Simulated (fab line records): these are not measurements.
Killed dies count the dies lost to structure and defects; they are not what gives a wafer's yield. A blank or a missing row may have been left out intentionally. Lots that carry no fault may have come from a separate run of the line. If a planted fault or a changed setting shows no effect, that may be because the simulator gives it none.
A lot that was struck, set against a sound lot -- flow n5-finfet -- 14 steps out of a route of 1938
Sound: wafers L574.1, L574.2, L574.6. The struck wafers were L588.1, L588.2, L588.5. The cause is given at the end.
Per side, at each step with rows, come the tool, then ch with its chambers, and then its first start. Under that, the readings that differ: sound wafers -- struck wafers -- difference of the means -- sigmas: that difference in standard deviations of wafers without a fault.
alike: a reading whose means differ by less than 2 such deviations, as well as words and numbers matching on both sides. not compared: withheld readings; readings where some wafer has no value; bounds like >300 that might hide an equal value; numbers whose values overlap and for which the record gives no deviation.
A row with sigmas, a row that says differs or no value, or rows on one side alone: a step with any of these is where the two part. Non-overlapping numbers with no deviation appear without sigmas and do not part them. A reading that every wafer of one side lacks parts them only if that side has two wafers or more.

N5_BEOL_M12_STRIP_63: strips in N2/H2.
  sound on plasma-asher-02 ch 0,1, day 12 17:29; struck on plasma-asher-01 ch 0,1, day 16 00:46
  alike: drypump-motor-current-A, h2-flow-sccm, heater-power-w, oes-product-au, strip-time-to-endpoint-s
  not compared: rf-hours-counter-h
N5_BEOL_M12_STRIP_64: strips in N2/H2.
  sound on plasma-asher-02 ch 0,1, day 12 17:32; struck on plasma-asher-01 ch 0,1, day 16 00:50
reading,sound,struck,difference,sigmas
strip-time-to-endpoint-s (s),31.36 31.41 31.44,31.27 31.21 31.29,-0.15,-2
  alike: drypump-motor-current-A, h2-flow-sccm, heater-power-w, oes-product-au
  not compared: rf-hours-counter-h
then, 2 steps without rows for these wafers: N5_BEOL_M12_STRIP_71 (strips in post etch residue remover, time 60 s); N5_BEOL_M12_SRD_72 (time 30 s, dry time 30 s).
N5_BEOL_M12_CD_MEAS_17: target cd 140 nm.
  sound: cd-sem-01 at day 12 17:41; struck: cd-sem-01 at day 16 00:59
  alike: cd-nm
then, 7 steps without rows for these wafers: N5_BEOL_M12_COAT_65 (time 60 s, resist thk 300 nm); N5_BEOL_M12_COAT_66 (time 60 s, resist thk 110 nm); N5_BEOL_M12_COAT_22 (resist thk 300 nm); N5_BEOL_M12_EBR_24; N5_BEOL_M12_SOFTBAKE_23 (time 60 s); N5_BEOL_M12_EXPOSE_25 (exposes mask M12); N5_BEOL_M12_PEB_26 (peb time 90 s).
N5_BEOL_M12_DEVELOP_27: develop time 45 s.
  sound on litho-track-03 ch 0, day 12 17:54; struck on litho-track-03, day 16 01:12
  no value came back on the struck wafers for chill-plate-temp-C (C), develop-time-s (s); on the sound wafers chill-plate-temp-C (C) reads 22.96 23.04 22.90
reading,sound,struck,difference,sigmas
model.coat_of_BEOL_M12_COAT_22.thk-nm (nm),287.6 286.6 287.6,300.6 300.6 300.6,+13.3,
then, 1 step without rows for these wafers: N5_BEOL_M12_HARDBAKE_32 (time 120 s).

## WHERE THEY PART
At N5_BEOL_M12_STRIP_64 first; at N5_BEOL_M12_DEVELOP_27 last (within this record only).

WHY: what had been put in by the simulator
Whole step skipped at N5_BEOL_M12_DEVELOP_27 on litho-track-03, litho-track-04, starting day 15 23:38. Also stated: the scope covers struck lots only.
